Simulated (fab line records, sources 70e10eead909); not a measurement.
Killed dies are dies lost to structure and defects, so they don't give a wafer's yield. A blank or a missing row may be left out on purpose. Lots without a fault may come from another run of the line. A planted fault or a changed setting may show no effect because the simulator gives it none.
Which tool did it? | flow nand_harc | 15 lots, 45 wafers sampled, at 5 steps of a route of 1302

WHAT THE GAUGES READ, wafer by wafer
NHARC_A_ONON_D2_THK_MEAS_08: measures by ellipsometry. Usual: thk_nm 1000 nm, standard deviation 11.
lot  | measured     | on            | thk_nm (nm)    | flag
L284 | day 11 23:14 | film_metro-02 | 972 972 973    |
L285 | day 12 18:34 | film_metro-02 | 997 996 998    |
L286 | day 13 00:08 | film_metro-01 | 1006 1008 1006 |
L289 | day 14 17:14 | film_metro-02 | 998 996 995    |
L291 | day 15 05:13 | film_metro-02 | 1006 1008 1008 |
L294 | day 17 05:50 | film_metro-01 | 1015 1014 1012 |
L296 | day 17 07:43 | film_metro-02 | 990 991 992    |
L297 | day 18 00:46 | film_metro-02 | 1004 1007 1004 |
L299 | day 19 02:22 | film_metro-02 | 988 987 986    |
L298 | day 19 02:23 | film_metro-01 | 1011 1009 1011 |
L300 | day 19 02:23 | film_metro-02 | 983 982 983    |
L304 | day 21 10:01 | film_metro-02 | 1014 1014 1013 |
L305 | day 21 10:04 | film_metro-01 | 1011 1010 1011 |
L307 | day 22 04:32 | film_metro-01 | 1008 1006 1006 |
L306 | day 22 04:40 | film_metro-02 | 1014 1014 1014 |

NHARC_A_CHANNEL_HOLE_D2_OVL_MEAS_11. Usual: overlay_x_nm -0.1 nm, standard deviation 0.67; overlay_y_nm 0.0 nm, standard deviation 0.79.
lot  | measured     | on         | overlay_x_nm (nm) | overlay_y_nm (nm) | flag
L284 | day 12 15:46 | overlay-02 | 0.6 0.6 0.6       | 0.9 0.7 0.8       |
L285 | day 13 08:50 | overlay-02 | 0.1 -0.6 -0.2     | -0.8 -1.1 -1.3    |
L286 | day 13 14:55 | overlay-02 | 0.4 0.4 0.2       | 0.6 0.2 0.5       |
L289 | day 15 07:31 | overlay-02 | -0.6 0.0 -0.5     | 0.8 0.7 0.0       |
L291 | day 15 22:32 | overlay-02 | -0.2 -0.6 -0.2    | -0.2 -0.1 -0.1    |
L294 | day 17 21:41 | overlay-01 | 0.3 0.1 1.3       | 0.2 0.5 0.6       |
L296 | day 17 23:16 | overlay-02 | -1.3 -1.0 -1.3    | -0.6 -0.7 -0.7    |
L297 | day 18 16:44 | overlay-01 | -0.6 -0.5 -0.3    | 0.4 0.6 1.2       |
L299 | day 19 18:14 | overlay-01 | -0.7 -0.6 -0.8    | 0.6 0.6 0.3       |
L298 | day 19 18:35 | overlay-02 | 0.2 0.7 -0.4      | 0.7 0.3 0.0       |
L300 | day 19 18:45 | overlay-01 | 1.0 0.2 0.8       | 0.1 -0.3 0.1      |
L304 | day 22 04:46 | overlay-02 | 0.4 0.6 1.1       | -0.6 -1.0 -0.6    |
L305 | day 22 05:19 | overlay-02 | -0.5 -0.8 -0.6    | 0.9 0.9 0.9       |
L307 | day 22 19:03 | overlay-01 | 0.4 0.6 0.1       | -0.3 -1.0 -1.5    |
L306 | day 22 19:27 | overlay-02 | 0.6 0.1 -0.2      | -0.6 0.5 -0.3     |

NHARC_A_CHANNEL_HOLE_D2_CD_MEAS_31. Usual: cd_nm 89.7 nm, standard deviation 1.3.
lot  | measured     | on        | cd_nm (nm)     | flag
L284 | day 13 00:50 | cd_sem-01 | 90.0 88.4 87.3 |
L285 | day 13 15:50 | cd_sem-02 | 87.6 87.1 87.1 |
L286 | day 13 21:43 | cd_sem-02 | 92.5 93.0 89.6 |
L289 | day 15 14:18 | cd_sem-03 | 88.8 88.8 90.3 |
L291 | day 16 05:19 | cd_sem-01 | 88.6 89.2 88.0 |
L294 | day 18 04:29 | cd_sem-01 | 90.3 91.5 92.4 |
L296 | day 18 08:30 | cd_sem-01 | -0.8 0.3 0.3   | OFF
L297 | day 19 00:01 | cd_sem-02 | 1.4 -0.1 0.0   | OFF
L299 | day 20 01:33 | cd_sem-02 | 2.0 0.7 0.9    | OFF
L298 | day 20 05:45 | cd_sem-01 | 89.3 90.3 90.3 |
L300 | day 20 03:45 | cd_sem-01 | 90.3 89.4 90.2 |
L304 | day 22 15:04 | cd_sem-03 | 89.7 90.9 91.4 |
L305 | day 22 16:17 | cd_sem-01 | 88.9 88.0 89.2 |
L307 | day 23 01:52 | cd_sem-02 | 89.0 87.1 91.2 |
L306 | day 23 02:15 | cd_sem-03 | 90.7 87.9 91.3 |

WHICH TOOL RAN EACH LOT (tool, then ch and the chambers of the sampled wafers, then the start)
lot  | NHARC_A_CHANNEL_HOLE_D2_ETCH_24  | NHARC_A_CHANNEL_HOLE_D2_STRIP_28
L284 | har_etch-02 ch 0,1, day 12 21:28 | rie_diel-07 ch 0,3, day 13 00:50 or earlier
L285 | har_etch-01 ch 1, day 13 12:16   | rie_diel-03 ch 1,3, day 13 15:50 or earlier
L286 | har_etch-02 ch 0,1, day 13 18:35 | rie_diel-09 ch 0,1,3, day 13 21:43 or earlier
L289 | har_etch-02 ch 0,1, day 15 10:55 | rie_diel-03 ch 1,2,3, day 15 14:18 or earlier
L291 | har_etch-02 ch 0,1, day 16 01:56 | rie_diel-07 ch 1,2, day 16 05:19 or earlier
L294 | har_etch-01 ch 0,1, day 18 01:05 | rie_diel-07 ch 0,1,3, day 18 04:29 or earlier
L296 | har_etch-02 ch 1, day 18 05:15   | rie_diel-03 ch 1,2, day 18 08:30 or earlier
L297 | har_etch-02 ch 0,1, day 18 20:35 | rie_diel-03 ch 0,2,3, day 19 00:01 or earlier
L299 | har_etch-02 ch 0,1, day 19 22:11 | rie_diel-07 ch 0,1,3, day 20 01:33 or earlier
L298 | har_etch-02 ch 0,1, day 20 02:29 | rie_diel-07 ch 1,2,3, day 20 05:45 or earlier
L300 | har_etch-01 ch 1, day 20 00:22   | rie_diel-07 ch 1,3, day 20 03:45 or earlier
L304 | har_etch-02 ch 1, day 22 11:50   | rie_diel-07 ch 1,2,3, day 22 15:04 or earlier
L305 | har_etch-01 ch 0,1, day 22 12:55 | rie_diel-09 ch 0,1, day 22 16:17 or earlier
L307 | har_etch-01 ch 0,1, day 22 22:27 | rie_diel-03 ch 0,1,3, day 23 01:52 or earlier
L306 | har_etch-02 ch 0,1, day 22 22:51 | rie_diel-09 ch 2,3, day 23 02:15 or earlier
- NHARC_A_CHANNEL_HOLE_D2_ETCH_24: etches the open film in C4F8/O2/Ar, time 906.2 s, target depth 1500 nm.
- NHARC_A_CHANNEL_HOLE_D2_STRIP_28: strips in O2.

WHAT THE TOOLS THEMSELVES READ (means of the sampled wafers that have a number; where no wafer has one, the mark that the record gives instead)
NHARC_A_CHANNEL_HOLE_D2_ETCH_24. Usual: c4f8_flow_sccm 93.80 sccm, standard deviation 0.28; chamber_pressure_mTorr 19.997 mTorr, standard deviation 0.019; drypump_motor_current_A 6.0 A, standard deviation 0.64; showerhead_plenum_p_Torr 3.67 Torr, standard deviation 0.13; temp_c -20.00 C, standard deviation 0.098; throttle_valve_pct 32.233 %, standard deviation 0.0092.
lot  | tool        | c4f8_flow_sccm (sccm) | chamber_pressure_mTorr (mTorr) | drypump_motor_current_A (A) | showerhead_plenum_p_Torr (Torr) | temp_c (C) | throttle_valve_pct (%) | flag
L284 | har_etch-02 | 93.60                 | 20.008                         | 6.4                         | 3.58                            | -19.93     | 32.228                 |
L285 | har_etch-01 | 93.97                 | 20.005                         | 4.8                         | 3.66                            | -19.93     | 32.236                 |
L286 | har_etch-02 | 93.96                 | 19.998                         | 6.4                         | 3.50                            | -20.07     | 32.233                 |
L289 | har_etch-02 | 93.43                 | 19.980                         | 6.4                         | 3.49                            | -19.89     | 32.231                 |
L291 | har_etch-02 | 93.59                 | 20.002                         | 6.4                         | 3.48                            | -20.09     | 32.233                 |
L294 | har_etch-01 | 93.76                 | 20.005                         | 5.3                         | 3.64                            | -20.04     | 32.225                 |
L296 | har_etch-02 | -                     | -                              | -                           | -                               | -          | -                      | OFF
L297 | har_etch-02 | -                     | -                              | -                           | -                               | -          | -                      | OFF
L299 | har_etch-02 | -                     | -                              | -                           | -                               | -          | -                      | OFF
L298 | har_etch-02 | 94.03                 | 19.998                         | 6.4                         | 3.70                            | -19.98     | 32.232                 |
L300 | har_etch-01 | 93.79                 | 20.015                         | 4.8                         | 3.62                            | -19.97     | 32.238                 |
L304 | har_etch-02 | 93.88                 | 19.998                         | 6.3                         | 3.89                            | -20.03     | 32.228                 |
L305 | har_etch-01 | 93.77                 | 19.997                         | 5.8                         | 3.62                            | -19.93     | 32.234                 |
L307 | har_etch-01 | 93.85                 | 20.005                         | 5.3                         | 3.60                            | -19.99     | 32.229                 |
L306 | har_etch-02 | 93.98                 | 19.982                         | 6.4                         | 3.78                            | -19.92     | 32.229                 |

NHARC_A_CHANNEL_HOLE_D2_STRIP_28. Usual: drypump_motor_current_A 5.9 A, standard deviation 0.44; oes_product_au 0.998 a.u., standard deviation 0.01; rf_vpp_V 57.9 V, standard deviation 0.86; showerhead_plenum_p_Torr 3.54 Torr, standard deviation 0.12; throttle_valve_pct 17.036 %, standard deviation 0.0092.
lot  | tool        | drypump_motor_current_A (A) | oes_product_au (a.u.) | rf_vpp_V (V) | showerhead_plenum_p_Torr (Torr) | throttle_valve_pct (%) | flag
L284 | rie_diel-07 | 5.9                         | 0.991                 | 57.8         | 3.63                            | 17.038                 |
L285 | rie_diel-03 | 5.7                         | 0.995                 | 57.9         | 3.50                            | 17.033                 |
L286 | rie_diel-09 | 5.7                         | 0.999                 | 57.5         | 3.56                            | 17.039                 |
L289 | rie_diel-03 | 5.9                         | 0.999                 | 58.2         | 3.44                            | 17.047                 |
L291 | rie_diel-07 | 5.8                         | 1.005                 | 58.2         | 3.52                            | 17.045                 |
L294 | rie_diel-07 | 6.1                         | 0.994                 | 57.9         | 3.57                            | 17.034                 |
L296 | rie_diel-03 | 6.0                         | 1.000                 | 57.9         | 3.38                            | 17.035                 |
L297 | rie_diel-03 | 5.9                         | 0.997                 | 56.9         | 3.45                            | 17.038                 |
L299 | rie_diel-07 | 6.1                         | 0.989                 | 58.3         | 3.57                            | 17.037                 |
L298 | rie_diel-07 | 5.6                         | 1.003                 | 57.3         | 3.58                            | 17.032                 |
L300 | rie_diel-07 | 5.7                         | 1.000                 | 58.0         | 3.53                            | 17.037                 |
L304 | rie_diel-07 | 5.6                         | 0.997                 | 58.8         | 3.58                            | 17.034                 |
L305 | rie_diel-09 | 5.5                         | 1.001                 | 57.7         | 3.54                            | 17.032                 |
L307 | rie_diel-03 | 5.7                         | 0.978                 | 57.5         | 3.45                            | 17.027                 |
L306 | rie_diel-09 | 6.0                         | 1.007                 | 58.0         | 3.56                            | 17.036                 |

THE ANSWER, worked out from the rows above alone
Rule: a lot is off if the mean of its wafers that have a number lies more than 3 standard deviations from the usual mean. A lot without any number at a reading at which 4 lots or more have one is off too. The other lots that the step has rows for count as sound. The gauges are gone through in route order, then the tools' own readings, and for those a lot's mean is taken as printed above. The first step at which some lot is off is used, and at that step the reading that is off furthest; a lot without a number counts as furthest.
Off: L296, L297, L299, at NHARC_A_CHANNEL_HOLE_D2_CD_MEAS_31 (cd_nm).
A tool fits if, at a process step before that reading, it ran every lot that is off, and no sound lot after the first of them. The gauges at NHARC_A_CHANNEL_HOLE_D2_CD_MEAS_31 aren't tried: what is off there is off at NHARC_A_CHANNEL_HOLE_D2_ETCH_24 too, on other tools, and a gauge's error can't cause that. NHARC_A_CHANNEL_HOLE_D2_STRIP_28 gives no start for some lots, so the hours and the order of its lots are those of NHARC_A_CHANNEL_HOLE_D2_CD_MEAS_31. None of those tried fits.

WHAT THE SIMULATOR HAD PUT IN
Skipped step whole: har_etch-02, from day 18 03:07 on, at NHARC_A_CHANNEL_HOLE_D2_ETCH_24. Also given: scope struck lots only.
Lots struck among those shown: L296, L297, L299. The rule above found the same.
